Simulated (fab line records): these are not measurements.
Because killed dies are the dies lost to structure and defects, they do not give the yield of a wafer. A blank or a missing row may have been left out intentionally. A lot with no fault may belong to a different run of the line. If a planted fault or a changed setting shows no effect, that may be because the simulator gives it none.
Which tool was responsible?    flow nand-harc    Sampling: 24 lots, 72 wafers, 3 of 1159 route steps

## WHAT THE GAUGES READ, wafer by wafer
NHARC_A_CONTACT_CD_MEAS_42: the cd target is 200 nm. Usual: cd-nm 199.8 nm, standard deviation 0.47.
lot   measured      on         cd-nm (nm)         flag
L075  day 16 06:34  cd-sem-01  199.6 199.4 199.4  
L074  day 16 10:37  cd-sem-03  200.0 199.0 199.4  
L077  day 16 20:45  cd-sem-03  199.8 199.7 199.6  
L076  day 17 02:26  cd-sem-01  199.8 199.6 199.7  
L080  day 17 06:36  cd-sem-01  199.8 199.3 198.9  
L079  day 17 02:01  cd-sem-03  199.2 198.3 200.0  
L078  day 16 22:03  cd-sem-03  200.7 200.5 200.5  
L081  day 18 09:26  cd-sem-02  199.6 199.9 200.6  
L082  day 18 10:05  cd-sem-02  200.5 200.5 200.7  
L084  day 18 17:11  cd-sem-02  199.2 199.5 199.6  
L083  day 18 20:44  cd-sem-02  199.9 200.0 200.3  
L085  day 19 16:25  cd-sem-01  199.1 199.6 199.5  
L086  day 19 13:24  cd-sem-02  200.3 200.1 200.8  
L088  day 19 12:16  cd-sem-02  200.2 200.3 199.5  
L091  day 20 00:52  cd-sem-03  199.3 199.1 199.7  
L090  day 20 01:02  cd-sem-03  200.2 199.5 200.7  
L087  day 20 05:03  cd-sem-01  199.8 199.4 200.0  
L089  day 20 06:28  cd-sem-03  200.0 200.6 199.4  
L093  day 20 16:07  cd-sem-01  199.8 200.1 200.0  
L092  day 21 15:25  cd-sem-03  200.3 200.4 200.0  
L096  day 21 19:09  cd-sem-01  200.1 200.0 199.3  
L094  day 22 04:40  cd-sem-02  199.5 200.0 200.1  
L095  day 21 18:45  cd-sem-03  200.2 200.0 200.0  
L097  day 22 06:24  cd-sem-01  199.6 199.7 199.7  

## EACH LOT AND THE TOOL THAT RAN IT (in order: tool; ch and the chambers of the sampled wafers; start)
lot   NHARC_A_STAIRCASE_CMP_450      NHARC_A_STAIRCASE_CMP_472
L075  cmp-01 ch 0,1,2, day 13 18:12  cmp-03 ch 0,1,3, day 13 19:39
L074  cmp-03 ch 0,2,3, day 13 18:21  cmp-04 ch 2,3, day 13 19:50
L077  cmp-01 ch 0,1, day 14 07:36    cmp-01 ch 0,2,3, day 14 09:04
L076  cmp-04 ch 1,2,3, day 14 07:49  cmp-04 ch 1,2,3, day 14 09:19
L080  cmp-03 ch 1,2, day 14 17:31    cmp-01 ch 2,3, day 14 19:02
L079  cmp-04 ch 0,3, day 14 17:49    cmp-04 ch 0,3, day 14 19:16
L078  cmp-01 ch 1,2,3, day 14 18:02  cmp-01 ch 0,1,2, day 14 19:32
L081  cmp-04 ch 0,1, day 15 19:19    cmp-04 ch 2,3, day 15 20:46
L082  cmp-01 ch 0,2,3, day 15 19:35  cmp-04 ch 1,2, day 15 21:02
L084  cmp-04 ch 0,2,3, day 16 08:17  cmp-04 ch 0,1,3, day 16 09:44
L083  cmp-03 ch 0,1,3, day 16 08:50  cmp-03 ch 0,1,3, day 16 10:19
L085  cmp-03 ch 2,3, day 17 02:26    cmp-04 ch 1,2, day 17 04:01
L086  cmp-03 ch 0,1,3, day 17 02:46  cmp-03 ch 0,1,3, day 17 04:16
L088  cmp-04 ch 2,3, day 17 04:23    cmp-04 ch 2,3, day 17 05:53
L091  cmp-01 ch 0,2, day 17 15:16    cmp-03 ch 1,2, day 17 16:59
L090  cmp-03 ch 0,1,3, day 17 15:33  cmp-03 ch 1,2, day 17 17:08
L087  cmp-03 ch 0,2, day 17 21:23    cmp-04 ch 0,1,2, day 17 23:03
L089  cmp-04 ch 0,2, day 17 21:46    cmp-03 ch 0,2, day 17 23:16
L093  cmp-04 ch 0,2,3, day 18 04:26  cmp-04 ch 2,3, day 18 06:03
L092  cmp-01 ch 0,3, day 18 16:22    cmp-03 ch 0,3, day 18 17:57
L096  cmp-04 ch 0,2,3, day 19 09:16  cmp-01 ch 1,2,3, day 19 10:50
L094  cmp-01 ch 0,2,3, day 19 09:32  cmp-03 ch 0,2,3, day 19 11:02
L095  cmp-03 ch 0,2,3, day 19 10:05  cmp-04 ch 0,1,3, day 19 11:37
L097  cmp-01 ch 0,1,3, day 19 20:08  cmp-01 ch 0,1,2, day 19 21:44
- NHARC_A_STAIRCASE_CMP_450: polishes SiO2, target thk 200 nm.
- NHARC_A_STAIRCASE_CMP_472: polishes SiO2.

## WHAT THE TOOLS THEMSELVES READ (means of the sampled wafers that have a number; where no wafer has one, the mark that the record gives instead)
NHARC_A_STAIRCASE_CMP_450. Usual: motor-current-A 12.3 A, standard deviation 1.4.
lot   tool    motor-current-A (A)  flag
L075  cmp-01  13.4                 
L074  cmp-03  11.7                 
L077  cmp-01  13.5                 
L076  cmp-04  12.1                 
L080  cmp-03  11.2                 
L079  cmp-04  11.8                 
L078  cmp-01  12.8                 
L081  cmp-04  14.6                 
L082  cmp-01  12.6                 
L084  cmp-04  12.6                 
L083  cmp-03  11.2                 
L085  cmp-03  12.0                 
L086  cmp-03  11.2                 
L088  cmp-04  11.7                 
L091  cmp-01  12.4                 
L090  cmp-03  11.7                 
L087  cmp-03  11.1                 
L089  cmp-04  13.2                 
L093  cmp-04  12.8                 
L092  cmp-01  12.6                 
L096  cmp-04  12.6                 
L094  cmp-01  12.6                 
L095  cmp-03  11.5                 
L097  cmp-01  13.5                 

NHARC_A_STAIRCASE_CMP_472. Usual: motor-current-A 12.2 A, standard deviation 1.4.
lot   tool    motor-current-A (A)  flag
L075  cmp-03  11.3                 
L074  cmp-04  11.3                 
L077  cmp-01  12.0                 
L076  cmp-04  12.5                 
L080  cmp-01  12.0                 
L079  cmp-04  11.8                 
L078  cmp-01  13.2                 
L081  cmp-04  11.6                 
L082  cmp-04  13.0                 
L084  cmp-04  13.1                 
L083  cmp-03  11.7                 
L085  cmp-04  12.5                 
L086  cmp-03  11.4                 
L088  cmp-04  11.2                 
L091  cmp-03  10.9                 
L090  cmp-03  11.0                 
L087  cmp-04  13.8                 
L089  cmp-03  10.7                 
L093  cmp-04  11.7                 
L092  cmp-03  11.4                 
L096  cmp-01  12.8                 
L094  cmp-03  11.6                 
L095  cmp-04  12.6                 
L097  cmp-01  13.5                 

## THE ANSWER, worked out from the rows above alone
Rule: a lot counts as off when the mean over its wafers that have a number is more than 3 standard deviations away from the usual mean. Also off: a lot with no number at a reading for which 4 or more lots have one. The other lots that the step has rows for count as sound. After the gauges, taken in route order, come the tools' own readings; for these a lot's mean is taken, as printed above. At the first step where some lot is off, the reading lying furthest off is the one used; lots without a number count as furthest.
No lot is off at any reading shown: from this, nothing can be told.

## WHAT WAS PUT IN BY THE SIMULATOR
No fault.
